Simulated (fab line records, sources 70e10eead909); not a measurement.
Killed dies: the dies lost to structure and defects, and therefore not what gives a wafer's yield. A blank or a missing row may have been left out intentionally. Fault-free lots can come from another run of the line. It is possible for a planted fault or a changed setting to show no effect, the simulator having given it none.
Chamber matching / flow nandHarc / NHARC_A_CONTACT_ETCH_91 on rieDiel-10 has 4 sister chambers
The step etches the open film in CH3F/O2, target depth 40 nm, time 85.7 s. 36 wafers are shown with their chamber, then 12 later ones without.

WAFERS, EACH WITH ITS CHAMBER
wafer=L075.3; chamber=1; drypumpMotorCurrentA (A)=6.2; showerheadPlenumPTorr (Torr)=2.28; rfVppV (V)=241.0
wafer=L075.4; chamber=2; drypumpMotorCurrentA (A)=5.8; showerheadPlenumPTorr (Torr)=2.49; rfVppV (V)=246.3
wafer=L075.5; chamber=0; drypumpMotorCurrentA (A)=5.7; showerheadPlenumPTorr (Torr)=2.58; rfVppV (V)=246.9
wafer=L077.1; chamber=2; drypumpMotorCurrentA (A)=5.8; showerheadPlenumPTorr (Torr)=2.49; rfVppV (V)=245.0
wafer=L077.4; chamber=0; drypumpMotorCurrentA (A)=5.7; showerheadPlenumPTorr (Torr)=2.57; rfVppV (V)=246.5
wafer=L077.6; chamber=3; drypumpMotorCurrentA (A)=6.4; showerheadPlenumPTorr (Torr)=2.47; rfVppV (V)=244.7
wafer=L078.1; chamber=3; drypumpMotorCurrentA (A)=6.4; showerheadPlenumPTorr (Torr)=2.47; rfVppV (V)=246.9
wafer=L078.5; chamber=2; drypumpMotorCurrentA (A)=5.8; showerheadPlenumPTorr (Torr)=2.49; rfVppV (V)=244.4
wafer=L078.6; chamber=3; drypumpMotorCurrentA (A)=6.4; showerheadPlenumPTorr (Torr)=2.47; rfVppV (V)=244.6
wafer=L079.1; chamber=0; drypumpMotorCurrentA (A)=5.7; showerheadPlenumPTorr (Torr)=2.57; rfVppV (V)=244.3
wafer=L079.2; chamber=3; drypumpMotorCurrentA (A)=6.4; showerheadPlenumPTorr (Torr)=2.47; rfVppV (V)=243.4
wafer=L079.6; chamber=0; drypumpMotorCurrentA (A)=5.7; showerheadPlenumPTorr (Torr)=2.57; rfVppV (V)=246.2
wafer=L076.1; chamber=0; drypumpMotorCurrentA (A)=5.7; showerheadPlenumPTorr (Torr)=2.57; rfVppV (V)=248.5
wafer=L076.2; chamber=1; drypumpMotorCurrentA (A)=6.2; showerheadPlenumPTorr (Torr)=2.28; rfVppV (V)=242.1
wafer=L076.4; chamber=3; drypumpMotorCurrentA (A)=6.4; showerheadPlenumPTorr (Torr)=2.47; rfVppV (V)=244.2
wafer=L082.1; chamber=2; drypumpMotorCurrentA (A)=5.8; showerheadPlenumPTorr (Torr)=2.49; rfVppV (V)=244.8
wafer=L082.2; chamber=0; drypumpMotorCurrentA (A)=5.7; showerheadPlenumPTorr (Torr)=2.57; rfVppV (V)=246.9
wafer=L082.4; chamber=2; drypumpMotorCurrentA (A)=5.8; showerheadPlenumPTorr (Torr)=2.49; rfVppV (V)=244.3
wafer=L086.3; chamber=0; drypumpMotorCurrentA (A)=5.7; showerheadPlenumPTorr (Torr)=2.57; rfVppV (V)=245.7
wafer=L086.5; chamber=3; drypumpMotorCurrentA (A)=6.4; showerheadPlenumPTorr (Torr)=2.46; rfVppV (V)=243.5
wafer=L086.6; chamber=0; drypumpMotorCurrentA (A)=5.7; showerheadPlenumPTorr (Torr)=2.57; rfVppV (V)=246.0
wafer=L085.1; chamber=2; drypumpMotorCurrentA (A)=5.8; showerheadPlenumPTorr (Torr)=2.48; rfVppV (V)=244.1
wafer=L085.3; chamber=1; drypumpMotorCurrentA (A)=6.2; showerheadPlenumPTorr (Torr)=2.66; rfVppV (V)=245.7
wafer=L085.5; chamber=0; drypumpMotorCurrentA (A)=5.7; showerheadPlenumPTorr (Torr)=2.57; rfVppV (V)=246.5
wafer=L087.1; chamber=3; drypumpMotorCurrentA (A)=6.4; showerheadPlenumPTorr (Torr)=2.46; rfVppV (V)=244.3
wafer=L087.2; chamber=0; drypumpMotorCurrentA (A)=5.8; showerheadPlenumPTorr (Torr)=2.57; rfVppV (V)=245.4
wafer=L087.5; chamber=0; drypumpMotorCurrentA (A)=5.7; showerheadPlenumPTorr (Torr)=2.57; rfVppV (V)=245.4
wafer=L088.3; chamber=3; drypumpMotorCurrentA (A)=6.4; showerheadPlenumPTorr (Torr)=2.46; rfVppV (V)=243.7
wafer=L088.4; chamber=2; drypumpMotorCurrentA (A)=5.8; showerheadPlenumPTorr (Torr)=2.48; rfVppV (V)=245.4
wafer=L088.6; chamber=0; drypumpMotorCurrentA (A)=5.7; showerheadPlenumPTorr (Torr)=2.57; rfVppV (V)=246.3
wafer=L090.3; chamber=3; drypumpMotorCurrentA (A)=6.4; showerheadPlenumPTorr (Torr)=2.46; rfVppV (V)=245.2
wafer=L090.4; chamber=0; drypumpMotorCurrentA (A)=5.7; showerheadPlenumPTorr (Torr)=2.57; rfVppV (V)=245.4
wafer=L090.5; chamber=0; drypumpMotorCurrentA (A)=5.7; showerheadPlenumPTorr (Torr)=2.57; rfVppV (V)=246.6
wafer=L093.1; chamber=2; drypumpMotorCurrentA (A)=5.8; showerheadPlenumPTorr (Torr)=2.48; rfVppV (V)=243.8
wafer=L093.2; chamber=1; drypumpMotorCurrentA (A)=6.1; showerheadPlenumPTorr (Torr)=2.65; rfVppV (V)=247.3
wafer=L093.6; chamber=3; drypumpMotorCurrentA (A)=6.4; showerheadPlenumPTorr (Torr)=2.46; rfVppV (V)=243.4

SIGNATURES (averages over the wafers above)
reading=drypumpMotorCurrentA; chamber 0=5.707; chamber 1=6.175; chamber 2=5.800; chamber 3=6.400; scatter within a chamber=0.0229
reading=showerheadPlenumPTorr; chamber 0=2.5707; chamber 1=2.4675; chamber 2=2.4863; chamber 3=2.4650; scatter within a chamber=0.0664
reading=rfVppV; chamber 0=246.186; chamber 1=244.025; chamber 2=244.763; chamber 3=244.390; scatter within a chamber=1.3
Rule: a wafer's distance from a chamber is the root of the sum, over the readings, of the square of ((its reading less the chamber's mean) divided by the reading's scatter). The wafer belongs to the nearest chamber; if the next one is less than 2 further off, it can't be placed. The scatter: the root of (the sum of the squares of (reading less its chamber's mean) over the shown wafers, divided by (wafers less chambers)).

WAFERS WHOSE CHAMBER IS MISSING
wafer=L095.2; drypumpMotorCurrentA (A)=5.7; showerheadPlenumPTorr (Torr)=2.56; rfVppV (V)=245.5
wafer=L095.3; drypumpMotorCurrentA (A)=6.4; showerheadPlenumPTorr (Torr)=2.46; rfVppV (V)=243.3
wafer=L095.4; drypumpMotorCurrentA (A)=6.2; showerheadPlenumPTorr (Torr)=2.65; rfVppV (V)=246.2
wafer=L094.2; drypumpMotorCurrentA (A)=6.4; showerheadPlenumPTorr (Torr)=2.46; rfVppV (V)=242.9
wafer=L094.3; drypumpMotorCurrentA (A)=5.7; showerheadPlenumPTorr (Torr)=2.56; rfVppV (V)=245.2
wafer=L094.6; drypumpMotorCurrentA (A)=6.4; showerheadPlenumPTorr (Torr)=2.46; rfVppV (V)=243.4
wafer=L096.1; drypumpMotorCurrentA (A)=5.7; showerheadPlenumPTorr (Torr)=2.56; rfVppV (V)=246.2
wafer=L096.2; drypumpMotorCurrentA (A)=6.2; showerheadPlenumPTorr (Torr)=2.65; rfVppV (V)=246.0
wafer=L096.3; drypumpMotorCurrentA (A)=6.4; showerheadPlenumPTorr (Torr)=2.46; rfVppV (V)=244.9
wafer=L097.1; drypumpMotorCurrentA (A)=6.2; showerheadPlenumPTorr (Torr)=2.65; rfVppV (V)=247.1
wafer=L097.5; drypumpMotorCurrentA (A)=5.8; showerheadPlenumPTorr (Torr)=2.48; rfVppV (V)=244.9
wafer=L097.6; drypumpMotorCurrentA (A)=6.4; showerheadPlenumPTorr (Torr)=2.46; rfVppV (V)=245.0

WHICH CHAMBER EACH ONE RAN IN
wafer=L095.2; from the rows above=0; in truth=0
wafer=L095.3; from the rows above=3; in truth=3
wafer=L095.4; from the rows above=1; in truth=1
wafer=L094.2; from the rows above=3; in truth=3
wafer=L094.3; from the rows above=0; in truth=0
wafer=L094.6; from the rows above=3; in truth=3
wafer=L096.1; from the rows above=0; in truth=0
wafer=L096.2; from the rows above=1; in truth=1
wafer=L096.3; from the rows above=3; in truth=3
wafer=L097.1; from the rows above=1; in truth=1
wafer=L097.5; from the rows above=2; in truth=2
wafer=L097.6; from the rows above=3; in truth=3
Correct placement for 12 of the 12. From these rows, 0 cannot be placed. Number placed wrongly: 0.
